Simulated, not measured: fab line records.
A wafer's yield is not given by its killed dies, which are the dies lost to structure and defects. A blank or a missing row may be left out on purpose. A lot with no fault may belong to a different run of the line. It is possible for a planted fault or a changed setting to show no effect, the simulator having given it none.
fab line records	flow nand-harc
[record] lots = 6	wafers = 18	last-day = 25
route steps=1159 shown P_M0@266 P_M1@285 END@1159
lots that met no fault: taken from a fault-free run of the same line
start-h: the number of hours between the record's first day and the start of the first shown wafer of the lot	wait-h: hours from the lot's prior step to this one	" unchanged from the row above	L1.1+2: one row covering several wafers at once	- no value present, or no start provided	* or withheld: withheld	< > ~ a bound
route shown NAME@n: a module of which the file shows steps, and the number in the route of the first	usual: average and standard deviation across the fault-free wafers	same: alike in all rows	chamber/n: place in a boat	sites: readings site by site	_std_site: how widely they spread, as a standard deviation	_edge_site: the outer-site mean with the inner-site mean subtracted	radius-mm: how far each site lies from the wafer's centre	mask NAME#n: copy n	behind: the last tool/chamber to shape the wafer	hold: the reason the lot was held/the length of the hold in hours/how it ended	device: transistor that didn't switch, given as n, p or np	end of line: tests run on the same wafers once the route is complete	for a step that has no rows: nothing shown but its recipe	killed: dies that structure and defects cost at the first sort, which is not the same as the wafer's yield	map: shows each die of a wafer: x if killed, . if not, _ if none is there
set.NAME: the setting that was run; set.NAME@STEP: the one run at that earlier step	model.NAME: the simulator's own value behind a step, which no gauge read
lots at selected steps of the route; one table per step, one row per wafer
services: a tool's chamber out of use, with start hour (start-h, from the record's first day; less than 0 if before it), hours out, and reason
[[steps]]
[step NHARC_P_M0_DESCUM_14]
[recipe] time-s = 3	o2-flow-sccm = 200	ar-flow-sccm = 0	bias-power-w = 0	chemistry = O2
[step NHARC_P_M0_ETCH_34]
[recipe] target-depth-a = 400	overetch-a = 120	time-s = 43.94	ion-energy-ev = 200	n2-flow-sccm = 150	h2-flow-sccm = 150	ar-flow-sccm = 0	rf-w = 400	bias-w = 150	chemistry = N2/H2
[usual] chamber-pressure-mTorr = 30.001/0.028	drypump-motor-current-A = 5.9/0.41	oes-product-au = 1.000/0.0095	rf-vpp-V = 431.1/2.6	showerhead-plenum-p-Torr = 2.06/0.094	throttle-valve-pct = 14.170/0.0093
lot.wafer	tool	chamber	start-h	wait-h	chamber-pressure-mTorr	drypump-motor-current-A	oes-product-au	rf-hours-counter-h	rf-vpp-V	showerhead-plenum-p-Torr	throttle-valve-pct
L137.1	rie-diel-07	2	146.47	0.1	29.990	6.4	0.996	6	428.7	1.91	14.171
L137.3	"	1	"	"	30.036	5.5	1.003	6	434.5	2.18	14.158
L137.6	"	2	"	"	29.934	6.4	0.993	-	425.9	1.91	14.185
L144.4	rie-diel-06	0	195.92	0.1	30.068	6.5	1.000	10	431.0	2.09	14.179
L144.2	"	2	"	"	30.034	5.7	0.974	7	428.8	1.99	14.176
L144.5	"	0	"	"	30.013	6.5	0.996	-	432.5	2.09	14.177
L152.2	rie-diel-06	2	226.71	0.1	30.000	5.7	0.982	9	429.3	1.99	14.189
L152.6	"	2	"	"	30.029	5.7	0.980	-	430.3	1.99	14.172
L152.5	"	3	"	"	30.001	5.6	1.004	-	432.5	2.15	14.160
L154.1	rie-diel-06	3	236.02	0.1	30.000	5.6	0.999	14	434.3	2.15	14.157
L154.3	"	1	"	"	30.037	5.9	1.002	12	426.7	1.92	14.181
L154.5	"	3	"	"	29.958	5.6	0.999	-	432.9	2.15	14.170
L153.4	rie-diel-06	0	238.23	0.1	30.004	6.5	1.000	13	431.5	2.09	14.177
L153.3	"	1	"	"	29.989	5.9	1.005	13	426.1	1.92	14.186
L153.6	"	2	"	"	30.000	5.7	0.980	-	428.7	1.99	14.167
L156.3	rie-diel-05	1	257.67	0.1	30.000	5.5	0.999	6	433.2	2.13	14.179
L156.1	"	2	"	"	30.014	5.2	0.987	7	433.7	2.15	14.168
L156.5	"	2	"	"	30.002	5.2	1.003	-	434.0	2.15	14.168
[step NHARC_P_M0_ETCH_15]
[recipe] target-depth-a = 1500	overetch-a = 150	time-s = 82.5	c4f8-flow-sccm = withheld	ar-flow-sccm = 400	rf-w = 600	bias-w = 300	chemistry = C4F8/Ar
[usual] chamber-pressure-mTorr = 25.000/0.025	oes-product-au = 0.948/0.022	rf-vpp-V = 441.6/2.7
lot.wafer	tool	chamber	start-h	wait-h	chamber-pressure-mTorr	oes-product-au	rf-hours-counter-h	rf-vpp-V
L137.3	rie-diel-07	1	-	-	24.983	0.978	6	444.9
L137.1	"	3	"	"	24.977	0.985	7	441.0
L137.6	"	1	"	"	24.947	0.972	-	444.9
L144.4	rie-diel-06	3	-	-	24.998	0.918	11	443.5
L144.2	"	0	"	"	25.004	0.928	10	441.8
L144.5	"	0	"	"	25.011	0.924	-	442.6
L152.2	rie-diel-06	3	-	-	24.994	0.969	14	442.9
L152.6	"	3	"	"	24.999	0.968	-	442.8
L152.5	"	0	"	"	24.988	0.969	-	443.5
L154.1	rie-diel-06	3	-	-	25.013	0.955	14	445.0
L154.3	"	0	"	"	24.944	0.957	13	441.9
L154.5	"	0	"	"	24.965	0.962	-	442.9
L153.3	rie-diel-06	0	-	-	24.961	0.984	13	441.1
L153.4	"	1	"	"	25.037	0.978	13	436.1
L153.6	"	0	"	"	25.013	0.986	-	443.0
L156.3	rie-diel-05	3	-	-	25.000	0.982	6	440.3
L156.1	"	0	"	"	25.024	0.947	6	442.6
L156.5	"	2	"	"	24.998	0.974	-	443.9
[step NHARC_P_M0_CD_MEAS_16]
[usual] cd-nm = 89.7/0.82
lot.wafer	tool	chamber	start-h	wait-h	cd-nm
L137.1	cd-sem-02	-	146.68	-	89.8
L137.3	"	-	"	"	89.7
L137.6	"	-	"	"	90.4
L144.2	cd-sem-02	-	196.13	-	88.7
L144.4	"	-	"	"	89.6
L144.5	"	-	"	"	88.8
L152.2	cd-sem-03	-	226.92	-	89.4
L152.5	"	-	"	"	90.3
L152.6	"	-	"	"	90.2
L154.1	cd-sem-02	-	236.23	-	88.5
L154.3	"	-	"	"	88.9
L154.5	"	-	"	"	88.6
L153.3	cd-sem-02	-	238.44	-	89.9
L153.4	"	-	"	"	89.2
L153.6	"	-	"	"	89.8
L156.1	cd-sem-03	-	257.88	-	90.6
L156.3	"	-	"	"	88.9
L156.5	"	-	"	"	89.2
[step NHARC_P_M0_STRIP_18]
[recipe] power-w = 1000	n2-flow-sccm = 150	h2-flow-sccm = 150	ar-flow-sccm = 0	bias-w = 0	chemistry = N2/H2
[step NHARC_P_M0_STRIP_19]
[recipe] time-s = 600	temp-c = 30	chemistry = post-etch-residue-remover
[step NHARC_P_M0_DEGAS_28]
[recipe] temp-c = 250	time-s = 60
[usual] heater-power-w = 337/38
lot.wafer	tool	chamber	start-h	wait-h	heater-power-w
L137.1	pvd-sputter-03	-	147.31	-	322
L137.3	"	-	"	"	300
L137.6	"	-	"	"	312
L144.4	pvd-sputter-02	-	196.75	-	435
L144.2	"	-	"	"	334
L144.5	"	-	"	"	332
L152.2	pvd-sputter-02	-	227.54	-	427
L152.5	"	-	"	"	431
L152.6	"	-	"	"	333
L154.3	pvd-sputter-03	-	236.89	-	287
L154.1	"	-	"	"	314
L154.5	"	-	"	"	348
L153.4	pvd-sputter-01	-	239.05	-	373
L153.3	"	-	"	"	351
L153.6	"	-	"	"	380
L156.1	pvd-sputter-01	-	258.51	-	342
L156.3	"	-	"	"	337
L156.5	"	-	"	"	355
[step NHARC_P_M0_PRE_CLEAN_29]
[recipe] time-s = 30	temp-c = 280	gas = H2/He
[step NHARC_P_M0_PVD_20]
[recipe] target-thk-a = 50	bias-v = 168.6	power-w = 15000	chamber-pressure-pa = 0.12	time-s = 8.06	substrate-temp-c = 50	material = TaN
[step NHARC_P_M0_PVD_21]
[recipe] target-thk-a = 300	chamber-pressure-pa = 5	power-w = 5000	substrate-temp-c = 30	time-s = 20.49	material = Cu
[usual] throttle-valve-pct = 30.6/1.2
lot.wafer	tool	chamber	start-h	wait-h	throttle-valve-pct
L137.3	pvd-sputter-03	-	-	-	29.8
L137.1	"	-	"	"	32.8
L137.6	"	-	"	"	32.8
L144.2	pvd-sputter-02	-	-	-	29.8
L144.4	"	-	"	"	29.8
L144.5	"	-	"	"	31.5
L152.2	pvd-sputter-02	-	-	-	31.1
L152.5	"	-	"	"	30.1
L152.6	"	-	"	"	30.9
L154.1	pvd-sputter-03	-	-	-	30.8
L154.3	"	-	"	"	30.1
L154.5	"	-	"	"	32.9
L153.3	pvd-sputter-01	-	-	-	31.3
L153.4	"	-	"	"	31.5
L153.6	"	-	"	"	31.2
L156.1	pvd-sputter-01	-	-	-	31.3
L156.3	"	-	"	"	31.3
L156.5	"	-	"	"	31.4
[step NHARC_P_M0_ECD_22]
[recipe] target-thk-a = 4000	bath-temp-c = 25	material = Cu
[step NHARC_P_M0_ANNEAL_30]
[recipe] temp-c = 225	time-s = 90
[usual] anneal-temp-c = 225.03/0.17	wafer_temp_C_max = 226.4/0.49
lot.wafer	tool	chamber	start-h	wait-h	anneal-temp-c	wafer_temp_C_max
L137.1	rtp-anneal-01	0	148.03	-	225.06	226.9
L137.3	"	0	"	"	225.05	226.2
L137.6	"	0	"	"	224.93	226.7
L144.2	rtp-anneal-02	0	197.53	-	225.18	226.1
L144.4	"	0	"	"	224.92	225.8
L144.5	"	0	"	"	225.03	226.1
L152.2	rtp-anneal-02	0	228.33	0.3	224.93	226.1
L152.5	"	0	"	"	224.68	226.3
L152.6	"	0	"	"	225.13	226.4
L154.1	rtp-anneal-02	0	237.62	0.3	225.20	226.0
L154.3	"	0	"	"	225.25	225.5
L154.5	"	0	"	"	225.08	225.9
L153.3	rtp-anneal-02	0	239.92	-	225.02	226.4
L153.4	"	0	"	"	225.05	226.0
L153.6	"	0	"	"	225.08	226.7
L156.1	rtp-anneal-01	0	259.39	0.5	224.83	226.5
L156.3	"	0	"	"	225.01	227.3
L156.5	"	0	"	"	224.93	226.6
[step NHARC_P_M0_CMP_23]
[recipe] t-overpolish-s = 20	target-thk-nm = 117.53
[usual] motor-current-A = 12.3/0.92	time-to-endpoint-s = 28.5/2.9
lot.wafer	tool	chamber	start-h	wait-h	motor-current-A	time-to-endpoint-s
L137.1	cmp-03	1	148.38	-	11.9	29.6
L137.3	"	2	"	"	12.4	29.7
L137.6	"	2	"	"	12.0	30.1
L144.2	cmp-01	2	197.83	-	11.6	29.2
L144.4	"	1	"	"	11.5	31.8
L144.5	"	2	"	"	10.9	22.3
L152.2	cmp-01	1	228.63	-	11.8	36.6
L152.6	"	1	"	"	11.7	35.8
L152.5	"	2	"	"	11.0	29.1
L154.1	cmp-04	2	238.03	-	13.6	28.0
L154.3	"	3	"	"	12.3	25.2
L154.5	"	1	"	"	12.1	30.5
L153.4	cmp-01	3	240.20	-	12.5	24.6
L153.3	"	0	"	"	11.7	30.3
L153.6	"	2	"	"	11.9	26.1
L156.1	cmp-04	0	259.74	-	10.8	29.5
L156.3	"	3	"	"	12.3	26.5
L156.5	"	1	"	"	11.6	31.3
[step NHARC_P_M0_THK_MEAS_24]
[recipe] thk-meas-gauge = xrf
[usual] thk-nm = 117.7/1.6
lot.wafer	tool	chamber	start-h	wait-h	thk-nm
L137.1	film-metro-02	-	148.69	-	117.8
L137.3	"	-	"	"	119.2
L137.6	"	-	"	"	118.4
L144.2	film-metro-01	-	198.14	-	117.8
L144.4	"	-	"	"	118.2
L144.5	"	-	"	"	115.6
L152.2	film-metro-02	-	228.95	-	119.8
L152.5	"	-	"	"	119.0
L152.6	"	-	"	"	119.2
L154.1	film-metro-01	-	238.29	-	119.9
L154.3	"	-	"	"	117.2
L154.5	"	-	"	"	119.3
L153.3	film-metro-01	-	240.48	-	117.7
L153.4	"	-	"	"	116.2
L153.6	"	-	"	"	118.9
L156.1	film-metro-01	-	260.05	-	116.5
L156.3	"	-	"	"	116.6
L156.5	"	-	"	"	118.8
[step NHARC_P_M0_SRD_25]
[step NHARC_P_M0_INSPECT_27]
[usual] raw-defect-count = 299/93
lot.wafer	tool	chamber	start-h	wait-h	raw-defect-count
L137.1	defect-inspect-01	-	148.85	0.0	186
L137.3	"	-	"	"	255
L137.6	"	-	"	"	203
L144.2	defect-inspect-02	-	198.29	0.0	497
L144.4	"	-	"	"	404
L144.5	"	-	"	"	246
L152.2	defect-inspect-02	-	229.11	0.0	937
L152.5	"	-	"	"	901
L152.6	"	-	"	"	965
L154.1	defect-inspect-01	-	238.44	0.0	190
L154.3	"	-	"	"	355
L154.5	"	-	"	"	293
L153.3	defect-inspect-02	-	240.64	0.0	893
L153.4	"	-	"	"	1081
L153.6	"	-	"	"	826
L156.1	defect-inspect-01	-	260.21	0.0	333
L156.3	"	-	"	"	182
L156.5	"	-	"	"	212
[step NHARC_P_M0_PRE_CLEAN_31]
[recipe] time-s = 12	temp-c = 370	rf-power-w = 300	gas = NH3
[step NHARC_P_M0_DEP_32]
[recipe] target-thk-a = 300	temp-c = 370	target-thk-nm = 30	pressure-torr = 3	flow-sccm = 200	rf-w = 450	material = SiCN
[step NHARC_P_M1_DEP_00]
[recipe] target-thk-a = 1825	target-thk-nm = 182.5	temp-c = withheld	pressure-torr = 5	flow-sccm = 200	rf-w = 600	material = SiOC
[step NHARC_P_M1_DEHYDRATE_01]
[recipe] temp-c = 150	time-s = 120
[step NHARC_P_M1_HMDS_02]
[recipe] time-s = 30
[step NHARC_P_M1_COAT_34]
[recipe] temp-c = 200	time-s = 65
[step NHARC_P_M1_COAT_03]
[recipe] spin-rpm = 1500	resist-thk-nm = 90
[step NHARC_P_M1_SOFTBAKE_04]
[recipe] temp-c = 105	time-s = 55
[step NHARC_P_M1_EBR_05]
[step NHARC_P_M1_EXPOSE_06]
[recipe] na = 1.35	target-cd-nm = 130	dose-mj = 81.88	mask-id = P_M1
[step NHARC_P_M1_PEB_07]
[recipe] peb-temp-c = 100	peb-time-s = 65
[step NHARC_P_M1_DEVELOP_08]
[recipe] develop-time-s = 35	dev-temp-c = 23
[step NHARC_P_M1_CD_MEAS_09]
[recipe] target-cd-nm = 130	landing-energy-ev = 500
[usual] cd-nm = 129.5/0.61
lot.wafer	tool	chamber	start-h	wait-h	cd-nm
L137.1	cd-sem-02	0	150.27	-	129.1
L137.3	"	0	"	"	130.4
L137.6	"	0	"	"	130.1
L144.2	cd-sem-03	0	199.57	-	129.2
L144.4	"	0	"	"	129.0
L144.5	"	0	"	"	129.0
L152.2	cd-sem-03	0	230.39	-	129.8
L152.5	"	0	"	"	129.6
L152.6	"	0	"	"	129.6
L154.1	cd-sem-02	0	239.92	-	129.6
L154.3	"	0	"	"	129.0
L154.5	"	0	"	"	129.2
L153.3	cd-sem-01	0	242.04	-	128.8
L153.4	"	0	"	"	128.8
L153.6	"	0	"	"	130.0
L156.1	cd-sem-01	0	261.47	-	129.5
L156.3	"	0	"	"	128.8
L156.5	"	0	"	"	129.1
[step NHARC_P_M1_OVL_MEAS_10]
[recipe] pitch-nm = 260
[usual] overlay-x-nm = 0.2/0.78	overlay-y-nm = 0.0/0.94
lot.wafer	tool	chamber	start-h	wait-h	overlay-x-nm	overlay-y-nm
L137.1	overlay-02	-	150.36	-	0.6	-0.1
L137.3	"	-	"	"	0.6	-0.3
L137.6	"	-	"	"	0.4	0.1
L144.2	overlay-02	-	199.66	-	0.8	-1.0
L144.4	"	-	"	"	1.0	-0.6
L144.5	"	-	"	"	0.7	-1.5
L152.2	overlay-01	-	230.47	-	0.9	0.0
L152.5	"	-	"	"	1.2	-0.3
L152.6	"	-	"	"	1.3	-0.4
L154.1	overlay-02	-	240.00	-	2.0	-0.1
L154.3	"	-	"	"	1.2	0.0
L154.5	"	-	"	"	1.6	-0.3
L153.3	overlay-02	-	242.12	-	1.0	-0.5
L153.4	"	-	"	"	0.7	-0.3
L153.6	"	-	"	"	1.3	-0.1
L156.1	overlay-01	-	261.56	-	0.7	2.0
L156.3	"	-	"	"	1.0	2.1
L156.5	"	-	"	"	0.6	1.6
[step NHARC_P_M1_INSPECT_11]
[usual] raw-defect-count = 3.7/2.2
lot.wafer	tool	chamber	start-h	wait-h	raw-defect-count
L137.1	defect-inspect-02	-	150.39	0.0	4
L137.3	"	-	"	"	6
L137.6	"	-	"	"	3
L144.2	defect-inspect-01	-	199.69	0.0	4
L144.4	"	-	"	"	2
L144.5	"	-	"	"	6
L152.2	defect-inspect-01	-	230.51	0.0	651
L152.5	"	-	"	"	702
L152.6	"	-	"	"	679
L154.1	defect-inspect-02	-	240.04	0.0	0
L154.3	"	-	"	"	7
L154.5	"	-	"	"	5
L153.3	defect-inspect-01	-	242.16	0.0	693
L153.4	"	-	"	"	704
L153.6	"	-	"	"	683
L156.1	defect-inspect-01	-	261.60	0.0	4
L156.3	"	-	"	"	3
L156.5	"	-	"	"	8
[step NHARC_P_M1_DESCUM_14]
[recipe] time-s = 3	o2-flow-sccm = 200	ar-flow-sccm = 0	bias-power-w = 0	chemistry = O2
[step NHARC_END_SORT_01]
[recipe] temp-c = 25
[usual] defect-limited-yield = 95.6/1.6	killed-at-array = 26/10	killed-at-other = 0.8/1.1	killed-at-periphery = 3.3/2.6	killed-dies = 30/11	killed-open = 3.4/1.8	killed-short = 2.0/1.3	sort_bin_2_pct = 1.4/0.6	sort_bin_3_pct = 0.22/0.19	sort_bin_4_pct = 2.8/1.1	sort-n-pass = 647/11	sort-rim-yield-pct = 95.8/3	sort-yield-pct = 95.6/1.6
[same] gross-dies = 677	sort_bin_5_pct[%] = 0	sort_bin_6_pct[%] = 0	sort_bin_7_pct[%] = 0	sort_bin_8_pct[%] = 0	sort-rim-n-gross = 106.00
lot.wafer	tool	chamber	start-h	wait-h	defect-limited-yield[%]	killed-at-array	killed-at-other	killed-at-periphery	killed-dies	killed-open	killed-short	sort_bin_2_pct[%]	sort_bin_3_pct[%]	sort_bin_4_pct[%]	sort-n-pass	sort-rim-yield-pct[%]	sort-yield-pct[%]
L144.2	prober-01	0	515.43	2.8	92.6	49	0	1	50	3	0	2.4	0	5.0	627	92.5	92.6
L144.4	prober-01	0	517.03	3.4	95.1	29	1	3	33	2	3	1.9	0.15	2.8	644	92.5	95.1
L144.5	prober-01	0	517.83	3.7	92.9	42	0	6	48	4	5	2.7	0.30	4.1	629	88.7	92.9
L152.2	prober-01	0	549.10	2.8	37.8	26	0	395	421	3	2	22.0	4.87	35.3	256	40.6	37.8
L152.5	prober-01	0	551.51	3.7	36.2	23	0	409	432	0	0	23.9	5.32	34.6	245	34.0	36.2
L152.6	prober-01	0	552.31	4.0	35.3	27	0	411	438	3	0	23.2	6.94	34.6	239	41.5	35.3
L153.3	prober-02	0	549.95	3.1	36.3	11	0	420	431	1	3	23.3	4.43	35.9	246	40.6	36.3
L153.4	prober-02	0	550.74	3.4	36.3	8	0	423	431	1	1	24.2	5.02	34.4	246	42.5	36.3
L153.6	prober-02	0	552.31	3.9	37.7	14	0	408	422	4	2	26.3	4.28	31.8	255	41.5	37.7
// killed by level:class
L144.2 A_SLIT:chamber-film-flake=19 A_CHANNEL_HOLE_D1:chamber-film-flake=17 A_CONTACT:chamber-film-flake=8 A_STAIRCASE:chamber-film-flake=2 A_CONTACT:geometric-particle:open=1 A_BLC:geometric-particle:open=1 A_M1:geometric-particle:open=1 P_ZERO_WELL:chamber-film-flake=1
L144.4 A_SLIT:chamber-film-flake=12 A_CHANNEL_HOLE_D1:chamber-film-flake=7 A_STAIRCASE:chamber-film-flake=4 A_CONTACT:chamber-film-flake=3 P_CONTACT:geometric-particle:short=1 P_M1:geometric-particle:short=1 A_CONTACT:geometric-particle:open=1 A_BLC:geometric-particle:open=1
L144.5 A_SLIT:chamber-film-flake=17 A_CHANNEL_HOLE_D1:chamber-film-flake=11 A_CONTACT:chamber-film-flake=4 A_STAIRCASE:chamber-film-flake=3 P_M0:geometric-particle:open=2 A_CHANNEL_FILL_D1:geometric-particle:open=2 A_WL_FILL:geometric-particle:short=2 P_M1:geometric-particle:short=1
L152.2 P_M0:unspecified=391 A_SLIT:chamber-film-flake=14 A_CHANNEL_HOLE_D1:chamber-film-flake=7 P_STI:chamber-film-flake=3 A_WL_FILL:geometric-particle:open=2 P_M1:geometric-particle:open=1 A_CONTACT:geometric-particle:short=1 A_M0:geometric-particle:short=1
L153.3 P_M0:unspecified=417 A_CHANNEL_HOLE_D1:chamber-film-flake=4 A_CONTACT:chamber-film-flake=4 P_STI:geometric-particle:short=1 P_M1:geometric-particle:open=1 A_ONON_D1:geometric-particle:short=1 A_WL_FILL:geometric-particle:short=1 P_STI:chamber-film-flake=1
L153.4 P_M0:unspecified=422 A_CHANNEL_HOLE_D1:chamber-film-flake=5 A_STAIRCASE:geometric-particle:short=1 A_CONTACT:geometric-particle:open=1 P_STI:chamber-film-flake=1 A_CHANNEL_FILL_D1:chamber-film-flake=1
L152.5 P_M0:unspecified=408 A_CHANNEL_HOLE_D1:chamber-film-flake=11 A_SLIT:chamber-film-flake=10 P_GATE:chamber-film-flake=1 A_CHANNEL_FILL_D1:chamber-film-flake=1 A_CONTACT:chamber-film-flake=1
L152.6 P_M0:unspecified=409 A_SLIT:chamber-film-flake=15 A_CHANNEL_HOLE_D1:chamber-film-flake=5 P_STI:chamber-film-flake=2 A_CONTACT:chamber-film-flake=2 A_ONON_D1:geometric-particle:open=1 A_CHANNEL_FILL_D1:geometric-particle:open=1 A_M0:geometric-particle:open=1
L153.6 P_M0:unspecified=404 A_CHANNEL_HOLE_D1:chamber-film-flake=6 A_CHANNEL_FILL_D1:geometric-particle:open=2 P_M0:chamber-film-flake=2 P_M0:geometric-particle:open=1 A_SGD_CUT:geometric-particle:short=1 A_WL_FILL:geometric-particle:short=1 A_BLC:geometric-particle:open=1
// map L152.6 (x killed, . not)
____________x____________
_________x.x.x.x_________
_______x.xx..x...._______
______xxx..xxxxx.x.______
_____x..xx.x.xxxxxx._____
____..x..xx.xx..xxx.x____
____xxx..xxxxxxxxxxxx____
___x.x.xx.x.x..x...x..___
___.xxxxx..x.xxxx.....___
__....x..xxx.x.x..x..xx__
__x.xxxx..xx.xx.xx.xxxx__
_xxxxxxxx...x.xxxxxxx..x_
_xx..x...xxxxxxxx.xx.xx._
_.xxx.xxxxx....xx.xxxxxx_
_.x.x....x.x.xx.xxx..xx._
_xx.x.xxxx.xxx.xxx.x.x.x_
x...x.x.x..xxx...xxxxxx.x
x.xx.xxx.x..xx.xx.xxxxxxx
xxx..xxx.xx...x.xxxxxxx..
xxx.xxxx.x.xxxxx....x.xx.
x..x.xx.x..x.x..xxx.xx.xx
_xxxxx..x.xx.xxxx.xx.xxx_
_x.xxx.x.x..xxxx.x.xx.xx_
_xxxx..xxxxxx.x...x.xxxx_
_xxx..xxxx.xxxxxxx.x.xx._
_x.xx.xx.xxxx..xxxxxx..x_
__.xxx.xxx..xxx...xxxxx__
__....xx.xxxxxx..xx.xxx__
___xx.x.xxxx.xxxx.xx.x___
___xxxx.xxxxxxxx.x.xx.___
____...xxxxx..xxxxxx.____
____x...xxxxxxxxxxxxx____
_____xxxxx.xx.x..x.._____
______..xxxx.xx.xx.______
_______...xx.xxx.x_______
_________..xxxxx_________
____________x____________
// map L153.3 (x killed, . not)
____________.____________
_________xx...xx_________
_______x.xx.xx..xx_______
______.xxxxxxxx..xx______
_____x.xxx.xxxx.xxxx_____
____x.xxx.xxx.xxxxx..____
____.x.xx.x.xxx...xxx____
___.xxx....xxxxx.xxxx.___
___.x.xxxxxx.x.xxxx..x___
__xx.xx.x.x..xxxx.xxx..__
__xx..x.x.xx.x..xxxx.x.__
_xx..xxxxx.xxxxx..xx..xx_
_xxx..xxxxxxxxx.xxx..x.._
_.xxx....xxxx..xx..xx..._
_x..x.xxxx.xx..xxxxx.xxx_
_.x.xxx.xx.xxxx..xxx.xxx_
...xxxx.xx.xx...xxx..xxxx
.xx.xxxx.xx.xxxxxx.xx.x..
xx.xxx.x.x.xxx.x...x..x.x
x.xx..xx.x.x.xxxxxxxx.xxx
x...x.x.x.x..x.xx.xx.x.xx
_xxxxxxxxxxx..x.xxxxxx.._
_.x.x.x..x.xxx..x..xxxxx_
_xx.xx.xxx..xx.xx...x..._
_xx.xxx.xxx.x.x.xx.xx.x._
_..xxx.xxxxx.xx.xxxx..x._
__.xxx.xxxxxxx.x.x...xx__
__xxxx..xxxxx.x.x.x.xxx__
___x...xxx..xxx.xxxxxx___
___.x.xxx..xx.....xx.x___
____x..x..x..xxxxxx.x____
____xxx..x.xx.x..xx..____
_____xxxxxx.x..xxx.x_____
______xxxxxxx.xxxxx______
_______..x...x.xxx_______
_________....xx._________
____________x____________
[[services]]
tool	chamber	start-h	hours	kind
rie-diel-05	0	123.67	6.2	repair
pvd-sputter-02	-	124.20	8.7	repair
rie-diel-07	-	129.04	0.4	repair
rie-diel-06	0	131.18	1.4	repair
rie-diel-05	3	139.54	5.4	repair
rie-diel-06	0	146.70	-	clean
cmp-03	-	156.18	4.0	pm
pvd-sputter-01	-	158.00	10.0	pm
rie-diel-06	2	163.06	29.0	repair
rie-diel-05	-	163.65	9.0	pm
rie-diel-06	0	173.29	8.7	repair
cmp-01	-	179.74	4.0	pm
cmp-04	-	182.03	1.3	repair
cmp-04	-	203.17	4.0	pm
rie-diel-05	1	207.39	11.3	repair
pvd-sputter-02	-	214.00	10.0	pm
pvd-sputter-01	-	214.43	1.0	repair
cmp-01	-	214.67	1.9	repair
cmp-04	-	215.71	0.9	repair
pvd-sputter-03	-	220.80	4.7	repair
rie-diel-07	-	228.24	9.0	pm
cmp-03	-	230.20	1.6	repair
rie-diel-06	-	241.20	9.0	pm
cmp-03	-	254.18	4.0	pm
[[key]]
[first-sign] step = NHARC_P_M0_INSPECT_27	reading = raw-defect-count	direction = up	sigmas = 6.8	usual = 299	struck = 934
[effect] step = NHARC_P_M1_INSPECT_11	reading = raw-defect-count	direction = up	sigmas = 99+	usual = 3.7	struck = 685.3
[effect] step = NHARC_END_SORT_01	reading = killed-at-periphery	direction = up	sigmas = 99+	usual = 3.3	struck = 411
[more-kills-born-at] NHARC_P_M0_CMP_23@cmp-01 = 2451
met-at NHARC_P_M0_CMP_23
struck-wafers L152.2,L152.5,L152.6,L153.3,L153.4,L153.6
onset-between 197.83 228.63
[fault] kind = chamber-particle-source	tool = cmp-01	chamber = -	onset-h = 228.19	steps = NHARC_P_M0_CMP_23	rate-per-visit-cm2 = 1.042	end-h = 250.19
